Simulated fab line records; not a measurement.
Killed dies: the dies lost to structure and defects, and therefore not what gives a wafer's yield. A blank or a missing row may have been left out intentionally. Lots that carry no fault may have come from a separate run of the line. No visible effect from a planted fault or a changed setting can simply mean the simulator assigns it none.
A lot that was struck, set against a sound lot | flow nand harc | 40 steps out of a route of 1159
Sound: the wafers L660.1, L660.2, L660.4. Struck: wafer L670.5. (L670.3, L670.6 of the same lot were not struck and are left out.) The cause comes at the end.
For every step that has rows: the tool of each side, followed by ch and its chambers, followed by its first start. Under that, the readings that differ: sound wafers | struck wafers | difference of the means | sigmas: that difference in standard deviations of wafers without a fault.
alike: readings whose means differ by less than 2 such deviations, and words and numbers that are the same on both sides. not compared: withheld readings, readings that some wafer has no value for, bounds like >300 that may hide the same value, and numbers for which the record gives no deviation and whose values overlap.
The two part at a step that has a row with sigmas, a row that says differs or no value, or rows on one side only. Numbers that have no deviation but don't overlap get no sigmas and don't part them. A reading missing from all wafers of one side parts the sides only when that side holds two or more wafers.

first, 10 steps without rows for these wafers: NHARC_A_STAIRCASE_DEHYDRATE_242 (time 120 s); NHARC_A_STAIRCASE_HMDS_243 (time 30 s); NHARC_A_STAIRCASE_COAT_244; NHARC_A_STAIRCASE_SOFTBAKE_245 (time 170 s); NHARC_A_STAIRCASE_EBR_246; NHARC_A_STAIRCASE_EXPOSE_247 (exposes mask SDS 1); NHARC_A_STAIRCASE_PEB_248 (peb time 130 s); NHARC_A_STAIRCASE_DEVELOP_249 (time 140 s); NHARC_A_STAIRCASE_HARDBAKE_251 (time 140 s); NHARC_A_STAIRCASE_DESCUM_252 (chemistry O2, time 3 s).
NHARC_A_STAIRCASE_ETCH_253: etches the open film in C4F8/O2, target depth 50 nm, time 20.2 s.
  sound on rie diel-11 ch 0,1,3, day 12 08:13; struck on rie diel-13 ch 2, day 14 21:05
  alike: bias w, oes product au, rf vpp V
  not compared: rf hours counter h
NHARC_A_STAIRCASE_STRIP_254: strips in O2.
  sound on plasma asher-01 ch 0,1, day 12 08:17; struck on plasma asher-02 ch 0, day 14 21:15
  alike: drypump motor current A, heater power w
  not compared: rf hours counter h
then, 3 steps without rows for these wafers: NHARC_A_STAIRCASE_STRIP_255 (strips in SPM, time 900 s); NHARC_A_STAIRCASE_PRECLEAN_256 (cleans in SC1); NHARC_A_STAIRCASE_SRD_257.
NHARC_A_STAIRCASE_HM_DEP_456: deposits aC, target thk 1500 nm.
  sound on acl dep-01 ch 0, day 12 09:11; struck on acl dep-02 ch 0, day 14 22:35
  alike: throttle valve pct
then, 15 steps without rows for these wafers: NHARC_A_STAIRCASE_DEP_259 (deposits SiON, target thk 30 nm); NHARC_A_STAIRCASE_DEHYDRATE_281 (time 120 s); NHARC_A_STAIRCASE_HMDS_282 (time 30 s); NHARC_A_STAIRCASE_COAT_283; NHARC_A_STAIRCASE_SOFTBAKE_284 (time 170 s); NHARC_A_STAIRCASE_EBR_285; NHARC_A_STAIRCASE_EXPOSE_286 (exposes mask CHOP 100); NHARC_A_STAIRCASE_PEB_287 (peb time 130 s); NHARC_A_STAIRCASE_DEVELOP_288 (time 140 s); NHARC_A_STAIRCASE_HARDBAKE_290 (time 140 s); NHARC_A_STAIRCASE_DESCUM_291 (chemistry O2, time 3 s); NHARC_A_STAIRCASE_ETCH_292 (etches the open film in CF4/CHF3); NHARC_A_STAIRCASE_HM_OPEN_460 (chemistry O2/COS); NHARC_A_STAIRCASE_STRIP_461 (strips in O2/COS); NHARC_A_STAIRCASE_ETCH_452 (etches the open film in CF4/O2, target depth 30 nm, overetch 3 nm, time 16.5 s).
NHARC_A_STAIRCASE_ETCH_294: etches the open film in C4F8/O2/Ar, target depth 4992 nm, time 1212.4 s.
  sound on rie diel-11 ch 0,1,2; struck on rie diel-11 ch 0
  reading    | sound          | struck | difference | sigmas
  bias w (W) | 2994 3015 2993 | 2979   | -22        | -3
  alike: oes product au, rf vpp V
  not compared: rf hours counter h
NHARC_A_STAIRCASE_STRIP_295: strips in O2.
  sound on rie diel-11 ch 0,1,3; struck on rie diel-11 ch 0
  alike: drypump motor current A, oes product au, rf vpp V, showerhead plenum p Torr, throttle valve pct
  not compared: rf hours counter h
then, 4 steps without rows for these wafers: NHARC_A_STAIRCASE_STRIP_296 (strips in SPM, time 900 s); NHARC_A_STAIRCASE_PRECLEAN_297 (cleans in SC1); NHARC_A_STAIRCASE_SRD_298; NHARC_A_STAIRCASE_HM_DEP_462 (deposits aC, target thk 800 nm).
NHARC_A_STAIRCASE_DEP_301: deposits SiON, target thk 30 nm.
  sound on pecvd-04 ch 0,1,2, day 12 16:36; struck on pecvd-04 ch 1, day 15 05:52
  alike: heater power w
then, 1 step without rows for these wafers: NHARC_A_STAIRCASE_DEHYDRATE_302 (time 120 s).
-- jump in the record: it breaks off in module A_STAIRCASE and resumes in module END (first step shown: number 1159 of the route), and 7 days separate the struck wafers' starts before and after --
NHARC_END_SORT_01:
  only the struck wafers appear in the record here, on prober-02 ch 0 at day 22 16:44; the sound ones have no rows

WHERE THEY PART
First at NHARC_A_STAIRCASE_ETCH_294; last, within this record, at NHARC_END_SORT_01.

WHY: what had been put in by the simulator
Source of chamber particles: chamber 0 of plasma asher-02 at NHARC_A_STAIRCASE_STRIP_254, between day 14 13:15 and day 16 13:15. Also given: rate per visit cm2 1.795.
